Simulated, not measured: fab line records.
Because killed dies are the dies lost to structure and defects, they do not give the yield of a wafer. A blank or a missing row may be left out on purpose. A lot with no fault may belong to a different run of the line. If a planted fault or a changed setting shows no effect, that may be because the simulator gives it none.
Matching of chambers ; flow nandHarc ; NHARC_A_SGD_CUT_ETCHBACK_24 on rieDiel-03: 4 sister chambers
The step etches the open film in CH3F/O2, target depth 50 nm, time 92.857 s. 4 wafers are shown with their chamber, then 7 later ones without.

WAFERS PAIRED WITH THEIR CHAMBERS
wafer;chamber;showerheadPlenumPTorr (Torr)
L085.3;1;2.39
L087.6;3;2.36
L090.1;0;2.46
L090.3;2;2.52

WAFERS WITHOUT THEIR CHAMBER
wafer;showerheadPlenumPTorr (Torr)
L090.6;2.46
L097.1;2.52
L097.2;2.36
L097.5;2.52
L096.1;2.46
L096.3;2.35
L096.6;2.46

CHAMBER TAKEN BY EACH
wafer;from the rows above;in truth
L090.6;0;0
L097.1;2;2
L097.2;3;3
L097.5;2;2
L096.1;0;0
L096.3;3;3
L096.6;0;0
Correctly placed: 7 of 7. Number that these rows cannot place: 0. Wrongly placed: 0.
How it was worked out, from the rows above alone: a wafer's distance from a chamber is the root of the sum, over the readings, of the square of ((its reading less the chamber's mean) divided by the reading's scatter). If the next closest chamber is less than 2 further off than the closest, the wafer can't be placed; otherwise it belongs to the closest. For every chamber, the mean is computed from those of its wafers that are shown. The scatter (one wafer shown for each chamber): square how far every hidden wafer sits from the nearest shown wafer, average those squares and take the square root.
